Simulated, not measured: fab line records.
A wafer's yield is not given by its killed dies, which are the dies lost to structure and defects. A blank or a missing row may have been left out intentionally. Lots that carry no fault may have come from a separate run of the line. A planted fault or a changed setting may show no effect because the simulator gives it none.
Which tool did it? || flow n5Finfet || 9 lots with 27 wafers sampled at 5 steps, on a route of 1938 steps

== WHAT EACH GAUGE READ, for each wafer ==
N5_FIN_SAQP_CD_MEAS_31 targets a cd of 8 nm. Usual: 8.13 nm for cdNm, sd 0.24.
{"lot": "L887", "measured": "day 2 01:25", "on": "cdSem-02", "cdNm (nm)": "8.42 8.30 8.22", "flag": ""}
{"lot": "L888", "measured": "day 2 08:06", "on": "cdSem-01", "cdNm (nm)": "7.71 7.86 8.30", "flag": ""}
{"lot": "L889", "measured": "day 2 13:50", "on": "cdSem-02", "cdNm (nm)": "7.98 8.63 8.55", "flag": ""}
{"lot": "L893", "measured": "day 3 13:28", "on": "cdSem-02", "cdNm (nm)": "8.08 7.77 8.24", "flag": ""}
{"lot": "L896", "measured": "day 4 08:42", "on": "cdSem-01", "cdNm (nm)": "7.95 7.88 7.69", "flag": ""}
{"lot": "L899", "measured": "day 5 04:25", "on": "cdSem-02", "cdNm (nm)": "8.35 8.25 8.25", "flag": ""}
{"lot": "L900", "measured": "day 5 09:46", "on": "cdSem-02", "cdNm (nm)": "8.42 8.50 7.95", "flag": ""}
{"lot": "L903", "measured": "day 6 03:53", "on": "cdSem-02", "cdNm (nm)": "8.18 7.80 7.97", "flag": ""}
{"lot": "L904", "measured": "day 6 08:45", "on": "cdSem-02", "cdNm (nm)": "8.13 8.00 7.87", "flag": ""}

N5_BEOL_M4_RC_MEAS_101. Usual: DIBL_N 36.0 mV/V, standard deviation 2.5; DIBL_P 36.2 mV/V, standard deviation 3; IOFF_N 0.16 nA/um, standard deviation 0.044; IOFF_P 0.21 nA/um, standard deviation 0.049; ION_N 671 uA/um, standard deviation 15; ION_P 461 uA/um, standard deviation 8.7; SS_N 71.5 mV/dec, standard deviation 0.72; SS_P 73.4 mV/dec, standard deviation 0.9; VT_N 251 mV, standard deviation 4.4; VT_P -250 mV, standard deviation 4.
{"lot": "L887", "measured": "day 8 12:22", "on": "prober-01", "DIBL_N (mV/V)": "34.7 36.7 33.9", "DIBL_P (mV/V)": "33.8 36.3 32.7", "IOFF_N (nA/um)": "0.13 0.16 0.12", "IOFF_P (nA/um)": "0.20 0.24 0.19", "ION_N (uA/um)": "653 672 667", "ION_P (uA/um)": "456 469 468", "SS_N (mV/dec)": "71.5 71.4 71.0", "SS_P (mV/dec)": "72.0 73.8 72.1", "VT_N (mV)": "255 249 252", "VT_P (mV)": "-250 -243 -246", "flag": ""}
{"lot": "L888", "measured": "day 8 21:15", "on": "prober-02", "DIBL_N (mV/V)": "34.6 33.6 33.5", "DIBL_P (mV/V)": "36.4 35.3 35.5", "IOFF_N (nA/um)": "0.13 0.13 0.13", "IOFF_P (nA/um)": "0.19 0.17 0.18", "ION_N (uA/um)": "652 660 652", "ION_P (uA/um)": "449 452 447", "SS_N (mV/dec)": "71.9 71.7 72.0", "SS_P (mV/dec)": "73.2 73.2 73.0", "VT_N (mV)": "254 253 254", "VT_P (mV)": "-252 -253 -255", "flag": ""}
{"lot": "L889", "measured": "day 8 21:51", "on": "prober-01", "DIBL_N (mV/V)": "39.1 36.2 35.8", "DIBL_P (mV/V)": "39.3 36.5 34.4", "IOFF_N (nA/um)": "0.23 0.17 0.16", "IOFF_P (nA/um)": "0.27 0.23 0.20", "ION_N (uA/um)": "683 688 659", "ION_P (uA/um)": "463 468 451", "SS_N (mV/dec)": "73.2 71.3 71.9", "SS_P (mV/dec)": "74.2 73.4 73.2", "VT_N (mV)": "247 248 249", "VT_P (mV)": "-246 -248 -248", "flag": ""}
{"lot": "L893", "measured": "day 10 03:35", "on": "prober-01", "DIBL_N (mV/V)": "36.4 34.6 35.0", "DIBL_P (mV/V)": "36.8 33.4 35.4", "IOFF_N (nA/um)": "0.15 0.11 0.12", "IOFF_P (nA/um)": "0.20 0.16 0.20", "ION_N (uA/um)": "678 653 669", "ION_P (uA/um)": "464 452 468", "SS_N (mV/dec)": "71.5 70.4 71.6", "SS_P (mV/dec)": "73.5 72.5 72.8", "VT_N (mV)": "252 255 255", "VT_P (mV)": "-251 -253 -252", "flag": ""}
{"lot": "L896", "measured": "day 10 17:22", "on": "prober-01", "DIBL_N (mV/V)": "34.2 34.1 37.7", "DIBL_P (mV/V)": "34.9 35.2 39.4", "IOFF_N (nA/um)": "0.13 0.14 0.21", "IOFF_P (nA/um)": "0.20 0.20 0.29", "ION_N (uA/um)": "657 672 699", "ION_P (uA/um)": "457 464 482", "SS_N (mV/dec)": "71.5 70.9 72.3", "SS_P (mV/dec)": "72.8 73.4 73.4", "VT_N (mV)": "252 250 245", "VT_P (mV)": "-252 -248 -246", "flag": ""}
{"lot": "L899", "measured": "day 11 20:52", "on": "prober-02", "DIBL_N (mV/V)": "40.2 38.9 38.6", "DIBL_P (mV/V)": "39.5 37.9 36.6", "IOFF_N (nA/um)": "0.21 0.18 0.17", "IOFF_P (nA/um)": "0.29 0.24 0.22", "ION_N (uA/um)": "695 676 668", "ION_P (uA/um)": "476 471 456", "SS_N (mV/dec)": "72.0 72.1 71.9", "SS_P (mV/dec)": "74.3 73.6 73.7", "VT_N (mV)": "243 247 250", "VT_P (mV)": "-245 -248 -250", "flag": ""}
{"lot": "L900", "measured": "day 11 18:24", "on": "prober-01", "DIBL_N (mV/V)": "36.0 36.6 35.9", "DIBL_P (mV/V)": "36.7 38.2 35.8", "IOFF_N (nA/um)": "0.15 0.17 0.15", "IOFF_P (nA/um)": "0.22 0.24 0.19", "ION_N (uA/um)": "671 686 658", "ION_P (uA/um)": "461 471 450", "SS_N (mV/dec)": "71.7 71.6 72.3", "SS_P (mV/dec)": "73.2 74.0 73.3", "VT_N (mV)": "252 250 254", "VT_P (mV)": "-247 -244 -253", "flag": ""}
{"lot": "L903", "measured": "day 12 07:01", "on": "prober-02", "DIBL_N (mV/V)": "37.8 34.2 38.7", "DIBL_P (mV/V)": "37.9 32.6 38.6", "IOFF_N (nA/um)": "0.20 0.12 0.23", "IOFF_P (nA/um)": "0.22 0.15 0.25", "ION_N (uA/um)": "691 660 700", "ION_P (uA/um)": "461 448 463", "SS_N (mV/dec)": "71.4 71.2 72.4", "SS_P (mV/dec)": "74.0 72.5 74.3", "VT_N (mV)": "245 254 243", "VT_P (mV)": "-252 -254 -251", "flag": ""}
{"lot": "L904", "measured": "day 13 13:41", "on": "prober-02", "DIBL_N (mV/V)": "36.5 40.5 36.9", "DIBL_P (mV/V)": "36.2 40.6 37.0", "IOFF_N (nA/um)": "0.14 0.22 0.14", "IOFF_P (nA/um)": "0.20 0.27 0.22", "ION_N (uA/um)": "670 674 665", "ION_P (uA/um)": "456 460 464", "SS_N (mV/dec)": "71.0 72.4 71.9", "SS_P (mV/dec)": "73.2 74.5 74.0", "VT_N (mV)": "250 246 253", "VT_P (mV)": "-254 -248 -250", "flag": ""}

== WHAT TOOL EACH LOT RAN ON (gives the tool, then ch and the chambers of the sampled wafers, and finally the start) ==
{"lot": "L887", "N5_FIN_SAQP_MANDREL_ETCH_58": "rieSi-06 ch 1,2, day 2 00:02", "N5_FIN_SAQP_FIN_ETCH_36": "rieSi-05 ch 0,1, day 2 01:44", "N5_FIN_CUT_EXPOSE_05": "euvScanner-01 ch 0, day 2 02:10"}
{"lot": "L888", "N5_FIN_SAQP_MANDREL_ETCH_58": "rieSi-06 ch 0,3, day 2 06:43", "N5_FIN_SAQP_FIN_ETCH_36": "rieSi-06 ch 1,2, day 2 08:29", "N5_FIN_CUT_EXPOSE_05": "euvScanner-02 ch 0, day 2 09:02"}
{"lot": "L889", "N5_FIN_SAQP_MANDREL_ETCH_58": "rieSi-01 ch 0,1, day 2 12:28", "N5_FIN_SAQP_FIN_ETCH_36": "rieSi-05 ch 1,2,3, day 2 14:10", "N5_FIN_CUT_EXPOSE_05": "euvScanner-01 ch 0, day 2 14:43"}
{"lot": "L893", "N5_FIN_SAQP_MANDREL_ETCH_58": "rieSi-01 ch 2,3, day 3 11:56", "N5_FIN_SAQP_FIN_ETCH_36": "rieSi-05 ch 1,2,3, day 3 13:47", "N5_FIN_CUT_EXPOSE_05": "euvScanner-01 ch 0, day 3 14:13"}
{"lot": "L896", "N5_FIN_SAQP_MANDREL_ETCH_58": "rieSi-06 ch 0,2,3, day 4 07:01", "N5_FIN_SAQP_FIN_ETCH_36": "rieSi-01 ch 0,2, day 4 09:02", "N5_FIN_CUT_EXPOSE_05": "euvScanner-01 ch 0, day 4 09:35"}
{"lot": "L899", "N5_FIN_SAQP_MANDREL_ETCH_58": "rieSi-06 ch 0,1,2, day 5 01:14", "N5_FIN_SAQP_FIN_ETCH_36": "rieSi-06 ch 1,2,3, day 5 04:45", "N5_FIN_CUT_EXPOSE_05": "euvScanner-02 ch 0, day 5 05:11"}
{"lot": "L900", "N5_FIN_SAQP_MANDREL_ETCH_58": "rieSi-05 ch 0,1,2, day 5 08:01", "N5_FIN_SAQP_FIN_ETCH_36": "rieSi-01 ch 1,2,3, day 5 10:06", "N5_FIN_CUT_EXPOSE_05": "euvScanner-02 ch 0, day 5 10:32"}
{"lot": "L903", "N5_FIN_SAQP_MANDREL_ETCH_58": "rieSi-05 ch 0,1,3, day 6 02:21", "N5_FIN_SAQP_FIN_ETCH_36": "rieSi-06 ch 1,2, day 6 04:19", "N5_FIN_CUT_EXPOSE_05": "euvScanner-02 ch 0, day 6 04:51"}
{"lot": "L904", "N5_FIN_SAQP_MANDREL_ETCH_58": "rieSi-05 ch 1,2,3, day 6 07:16", "N5_FIN_SAQP_FIN_ETCH_36": "rieSi-06 ch 0,1,3, day 6 09:06", "N5_FIN_CUT_EXPOSE_05": "euvScanner-02 ch 0, day 6 09:31"}
- N5_FIN_SAQP_MANDREL_ETCH_58: etches a-Si in HBr/Cl2, stops on SiNx, target depth 45 nm, bt time 10 s, time 27 s.
- N5_FIN_SAQP_FIN_ETCH_36: etches the open film in HBr/Cl2/O2, target depth 120 nm, time 50.4 s.
- N5_FIN_CUT_EXPOSE_05: exposes mask FIN CUT.

== WHAT THE TOOLS THEMSELVES READ (means of the sampled wafers that have a number; where no wafer has one, the mark that the record gives instead) ==
N5_FIN_SAQP_MANDREL_ETCH_58. Usual: drypumpMotorCurrentA 5.5 A, standard deviation 0.55; oesProductAu 0.699 a.u., standard deviation 0.009; throttleValvePct 35.58 %, standard deviation 0.27.
{"lot": "L887", "tool": "rieSi-06", "drypumpMotorCurrentA (A)": 5.3, "oesProductAu (a.u.)": 0.701, "throttleValvePct (%)": 35.24, "flag": ""}
{"lot": "L888", "tool": "rieSi-06", "drypumpMotorCurrentA (A)": 5.4, "oesProductAu (a.u.)": 0.685, "throttleValvePct (%)": 35.56, "flag": ""}
{"lot": "L889", "tool": "rieSi-01", "drypumpMotorCurrentA (A)": 5.8, "oesProductAu (a.u.)": 0.699, "throttleValvePct (%)": 35.41, "flag": ""}
{"lot": "L893", "tool": "rieSi-01", "drypumpMotorCurrentA (A)": 5.3, "oesProductAu (a.u.)": 0.697, "throttleValvePct (%)": 35.70, "flag": ""}
{"lot": "L896", "tool": "rieSi-06", "drypumpMotorCurrentA (A)": 5.5, "oesProductAu (a.u.)": 0.700, "throttleValvePct (%)": 35.57, "flag": ""}
{"lot": "L899", "tool": "rieSi-06", "drypumpMotorCurrentA (A)": 5.8, "oesProductAu (a.u.)": 0.703, "throttleValvePct (%)": 35.50, "flag": ""}
{"lot": "L900", "tool": "rieSi-05", "drypumpMotorCurrentA (A)": 5.3, "oesProductAu (a.u.)": 0.702, "throttleValvePct (%)": 35.88, "flag": ""}
{"lot": "L903", "tool": "rieSi-05", "drypumpMotorCurrentA (A)": 5.3, "oesProductAu (a.u.)": 0.692, "throttleValvePct (%)": 35.71, "flag": ""}
{"lot": "L904", "tool": "rieSi-05", "drypumpMotorCurrentA (A)": 5.5, "oesProductAu (a.u.)": 0.705, "throttleValvePct (%)": 35.61, "flag": ""}

N5_FIN_SAQP_FIN_ETCH_36. Usual: drypumpMotorCurrentA 5.5 A, standard deviation 0.52; oes_o_777_au 1.00 a.u., standard deviation 0.065; oesProductAu 0.994 a.u., standard deviation 0.015; throttleValvePct 36.05 %, standard deviation 0.27.
{"lot": "L887", "tool": "rieSi-05", "drypumpMotorCurrentA (A)": 5.1, "oes_o_777_au (a.u.)": 1.01, "oesProductAu (a.u.)": 0.994, "throttleValvePct (%)": 36.45, "flag": ""}
{"lot": "L888", "tool": "rieSi-06", "drypumpMotorCurrentA (A)": 5.3, "oes_o_777_au (a.u.)": 0.95, "oesProductAu (a.u.)": 0.978, "throttleValvePct (%)": 35.72, "flag": ""}
{"lot": "L889", "tool": "rieSi-05", "drypumpMotorCurrentA (A)": 5.5, "oes_o_777_au (a.u.)": 1.06, "oesProductAu (a.u.)": 1.007, "throttleValvePct (%)": 36.05, "flag": ""}
{"lot": "L893", "tool": "rieSi-05", "drypumpMotorCurrentA (A)": 5.5, "oes_o_777_au (a.u.)": 1.06, "oesProductAu (a.u.)": 1.004, "throttleValvePct (%)": 36.06, "flag": ""}
{"lot": "L896", "tool": "rieSi-01", "drypumpMotorCurrentA (A)": 5.3, "oes_o_777_au (a.u.)": 1.03, "oesProductAu (a.u.)": 0.986, "throttleValvePct (%)": 35.90, "flag": ""}
{"lot": "L899", "tool": "rieSi-06", "drypumpMotorCurrentA (A)": 5.3, "oes_o_777_au (a.u.)": 0.94, "oesProductAu (a.u.)": 0.989, "throttleValvePct (%)": 35.99, "flag": ""}
{"lot": "L900", "tool": "rieSi-01", "drypumpMotorCurrentA (A)": 5.5, "oes_o_777_au (a.u.)": 0.97, "oesProductAu (a.u.)": 0.979, "throttleValvePct (%)": 36.22, "flag": ""}
{"lot": "L903", "tool": "rieSi-06", "drypumpMotorCurrentA (A)": 5.3, "oes_o_777_au (a.u.)": 0.96, "oesProductAu (a.u.)": 0.999, "throttleValvePct (%)": 36.00, "flag": ""}
{"lot": "L904", "tool": "rieSi-06", "drypumpMotorCurrentA (A)": 5.8, "oes_o_777_au (a.u.)": 0.95, "oesProductAu (a.u.)": 0.988, "throttleValvePct (%)": 35.94, "flag": ""}

N5_FIN_CUT_EXPOSE_05. Usual: exposureDoseMJCm2 45.69, standard deviation 0.047; reticleTempC 23.00 C, standard deviation 0.11; stageMsdNm 0.85 nm, standard deviation 0.03.
{"lot": "L887", "tool": "euvScanner-01", "exposureDoseMJCm2": 45.68, "reticleTempC (C)": 23.01, "stageMsdNm (nm)": 0.81, "flag": ""}
{"lot": "L888", "tool": "euvScanner-02", "exposureDoseMJCm2": 45.65, "reticleTempC (C)": 22.93, "stageMsdNm (nm)": 0.90, "flag": ""}
{"lot": "L889", "tool": "euvScanner-01", "exposureDoseMJCm2": 45.66, "reticleTempC (C)": 22.97, "stageMsdNm (nm)": 0.81, "flag": ""}
{"lot": "L893", "tool": "euvScanner-01", "exposureDoseMJCm2": 45.04, "reticleTempC (C)": 22.94, "stageMsdNm (nm)": 0.81, "flag": "OFF"}
{"lot": "L896", "tool": "euvScanner-01", "exposureDoseMJCm2": 45.14, "reticleTempC (C)": 23.04, "stageMsdNm (nm)": 0.81, "flag": "OFF"}
{"lot": "L899", "tool": "euvScanner-02", "exposureDoseMJCm2": 45.68, "reticleTempC (C)": 22.96, "stageMsdNm (nm)": 0.87, "flag": ""}
{"lot": "L900", "tool": "euvScanner-02", "exposureDoseMJCm2": 45.66, "reticleTempC (C)": 23.01, "stageMsdNm (nm)": 0.87, "flag": ""}
{"lot": "L903", "tool": "euvScanner-02", "exposureDoseMJCm2": 45.71, "reticleTempC (C)": 22.97, "stageMsdNm (nm)": 0.86, "flag": ""}
{"lot": "L904", "tool": "euvScanner-02", "exposureDoseMJCm2": 45.65, "reticleTempC (C)": 22.97, "stageMsdNm (nm)": 0.86, "flag": ""}

== THE ANSWER, worked out from the rows above alone ==
Rule: a lot counts as off when the mean over its wafers that have a number is more than 3 standard deviations away from the usual mean. Also off: a lot with no number at a reading for which 4 or more lots have one. Any other lot the step has rows for is counted as sound. Order of review: gauges by route order, followed by the tools' own readings, for which a lot's mean as printed above is used. The first step at which some lot is off is used, and at that step the reading that is off furthest; a lot without a number counts as furthest.
Off, at N5_FIN_CUT_EXPOSE_05 on exposureDoseMJCm2: L893, L896.
A tool fits if, at that step or a process step before it, it ran every lot that is off, and no sound lot after the first of them. One candidate fits, namely euvScanner-01 at N5_FIN_CUT_EXPOSE_05. A fault onset in the window from L889 (day 2 14:43, its last sound lot) to L893 (day 3 14:13, its first lot off) fits.
On the lots that are off, the tool's own readings at N5_FIN_CUT_EXPOSE_05 differ by more than 5 times the standard deviation of the sound lots' means, which bears it out; exposureDoseMJCm2 reads 45.09 there versus 45.67 on the sound lots.

== WHAT HAD BEEN PUT IN BY THE SIMULATOR ==
Process parameter drift: euvScanner-01, from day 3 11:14 on, at N5_FIN_CUT_EXPOSE_05. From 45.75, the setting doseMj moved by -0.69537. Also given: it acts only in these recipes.
Lots struck among those shown: L893, L896. Same finding as the rule above.
